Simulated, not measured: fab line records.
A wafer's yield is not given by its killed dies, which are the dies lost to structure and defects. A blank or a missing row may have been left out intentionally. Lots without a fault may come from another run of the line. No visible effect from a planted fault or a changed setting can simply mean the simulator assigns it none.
Split-lot study :: flow n5 finfet :: 21 wafers read from 7 lots, route of 1938 steps

## SPLIT DETAILS
At N5_PASSIVATION_ETCH_54 (etches SiO2 in CHF3/O2, target depth 880 nm, time 440 s), the setting bias w was moved away from the recipe's 170 W on 7 of the 21 wafers read, by -15.9% to +16.4%. The other wafers ran this setting at the recipe's value.

The reading comes from the split's own step.

## THE READING
rf vpp V, in V, at N5_PASSIVATION_ETCH_54 (etches SiO2 in CHF3/O2, target depth 880 nm, time 440 s). On this fab line, fault-free wafers typically give 525 V with a standard deviation of 6.8 V.

wafer: L075.3
tool, chamber at the split: rie diel-05, 1
bias w as run, W: 170
against the recipe: recipe
rf vpp V, V: 531
against lot-mates on the recipe: -

wafer: L075.4
tool, chamber at the split: rie diel-05, 0
bias w as run, W: 170
against the recipe: recipe
rf vpp V, V: 521
against lot-mates on the recipe: -

wafer: L075.6
tool, chamber at the split: rie diel-05, 1
bias w as run, W: 170
against the recipe: recipe
rf vpp V, V: 531
against lot-mates on the recipe: -

wafer: L078.3
tool, chamber at the split: rie diel-05, 1
bias w as run, W: 197.9
against the recipe: +16.4%
rf vpp V, V: 600
against lot-mates on the recipe: +79

wafer: L078.4
tool, chamber at the split: rie diel-05, 0
bias w as run, W: 170
against the recipe: recipe
rf vpp V, V: 521
against lot-mates on the recipe: -

wafer: L078.6
tool, chamber at the split: rie diel-05, 0
bias w as run, W: 197.9
against the recipe: +16.4%
rf vpp V, V: 587
against lot-mates on the recipe: +66

wafer: L079.3
tool, chamber at the split: rie diel-04, 3
bias w as run, W: 170
against the recipe: recipe
rf vpp V, V: 535
against lot-mates on the recipe: -

wafer: L079.4
tool, chamber at the split: rie diel-04, 3
bias w as run, W: 170
against the recipe: recipe
rf vpp V, V: 535
against lot-mates on the recipe: -

wafer: L079.6
tool, chamber at the split: rie diel-04, 2
bias w as run, W: 170
against the recipe: recipe
rf vpp V, V: 531
against lot-mates on the recipe: -

wafer: L080.1
tool, chamber at the split: rie diel-04, 0
bias w as run, W: 170
against the recipe: recipe
rf vpp V, V: 517
against lot-mates on the recipe: -

wafer: L080.2
tool, chamber at the split: rie diel-04, 3
bias w as run, W: 170
against the recipe: recipe
rf vpp V, V: 536
against lot-mates on the recipe: -

wafer: L080.4
tool, chamber at the split: rie diel-04, 3
bias w as run, W: 142.9
against the recipe: -15.9%
rf vpp V, V: 466
against lot-mates on the recipe: -60

wafer: L086.2
tool, chamber at the split: rie diel-02, 1
bias w as run, W: 170
against the recipe: recipe
rf vpp V, V: 514
against lot-mates on the recipe: -

wafer: L086.3
tool, chamber at the split: rie diel-02, 3
bias w as run, W: 170
against the recipe: recipe
rf vpp V, V: 521
against lot-mates on the recipe: -

wafer: L086.5
tool, chamber at the split: rie diel-02, 3
bias w as run, W: 170
against the recipe: recipe
rf vpp V, V: 521
against lot-mates on the recipe: -

wafer: L090.1
tool, chamber at the split: rie diel-04, 2
bias w as run, W: 170
against the recipe: recipe
rf vpp V, V: 530
against lot-mates on the recipe: -

wafer: L090.4
tool, chamber at the split: rie diel-04, 1
bias w as run, W: 156.4
against the recipe: -8.0%
rf vpp V, V: 485
against lot-mates on the recipe: -45

wafer: L090.6
tool, chamber at the split: rie diel-04, 0
bias w as run, W: 156.4
against the recipe: -8.0%
rf vpp V, V: 490
against lot-mates on the recipe: -40

wafer: L093.1
tool, chamber at the split: rie diel-02, 1
bias w as run, W: 170
against the recipe: recipe
rf vpp V, V: 514
against lot-mates on the recipe: -

wafer: L093.2
tool, chamber at the split: rie diel-02, 2
bias w as run, W: 148.1
against the recipe: -12.9%
rf vpp V, V: 458
against lot-mates on the recipe: -56

wafer: L093.6
tool, chamber at the split: rie diel-02, 3
bias w as run, W: 148.1
against the recipe: -12.9%
rf vpp V, V: 465
against lot-mates on the recipe: -49

FIT RESULTS
A straight line over all 21 wafers: rf vpp V changes by +4.32 V for each +1% of bias w; r = +0.97; the points scatter about the line by 7.9 V.
The same after taking each lot's own level away (the mean of its wafers on the recipe; 21 wafers): +4.29 V for each +1%; r = +0.99; scatter 5.8 V.
Per that fit: largest bias w move, reading shift of 70 V.
From 514.0 to 533.7 V: that is the span of the lots' own levels, equal to 2.9 times the standard deviation above.
The two slopes are in agreement: the lot-to-lot level therefore moves the slope only a little.
Check: with one of the wafers moved furthest among these (+16.4%) left out of the fit, the line predicts +66.9 V for it against its lot-mates. Against them it came out at +79 V.
Tool readings at the split's step, against how far the setting was moved: rf vpp V r = +0.97.

## FURTHER SPLITS ON THESE WAFERS
Other splits were also applied to these wafers ahead of the reading. Each is held against what the fit with the lots' levels taken away leaves over:
other split on the same wafers: N5_BEOL_M13_ETCH_59 time s
wafers away from the commonest value: 5
r with rf vpp V (lot level and that fit taken away): +0.32

other split on the same wafers: N5_BEOL_M14_ETCH_68 time s
wafers away from the commonest value: 8
r with rf vpp V (lot level and that fit taken away): -0.41

other split on the same wafers: N5_BEOL_M14_SPUTTER_43 time s
wafers away from the commonest value: 11
r with rf vpp V (lot level and that fit taken away): -0.24

other split on the same wafers: N5_MIM_TOP_SPUTTER_03 time s
wafers away from the commonest value: 6
r with rf vpp V (lot level and that fit taken away): +0.39

other split on the same wafers: N5_MIM_BOT_ETCH_ETCH_04 source w
wafers away from the commonest value: 10
r with rf vpp V (lot level and that fit taken away): -0.42

other split on the same wafers: N5_PASSIVATION_PASS_ETCH_47 source w
wafers away from the commonest value: 7
r with rf vpp V (lot level and that fit taken away): -0.19

## THE WHOLE CHAIN: every reading that the file lists as answering this split, in the file's order
step: N5_PASSIVATION_ETCH_54
what it does: etches SiO2 in CHF3/O2, target depth 880 nm, time 440 s
reading: rf vpp V
change (the file's fit): +4.24 V for each +1% of the setting
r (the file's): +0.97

step: N5_PASSIVATION_ETCH_54
what it does: etches SiO2 in CHF3/O2, target depth 880 nm, time 440 s
reading: etch.depth nm (the simulator's own value, which no gauge read)
change (the file's fit): +2.25 nm for each +1% of the setting
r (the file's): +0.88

step: N5_PASSIVATION_ETCH_54
what it does: etches SiO2 in CHF3/O2, target depth 880 nm, time 440 s
reading: PASSIVATION.feature depth nm (the simulator's own value, which no gauge read)
change (the file's fit): +2.25 nm for each +1% of the setting
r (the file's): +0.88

## THE FILE'S OWN FIT
rf vpp V changes by +4.24 V for each +1% of bias w, r = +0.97.
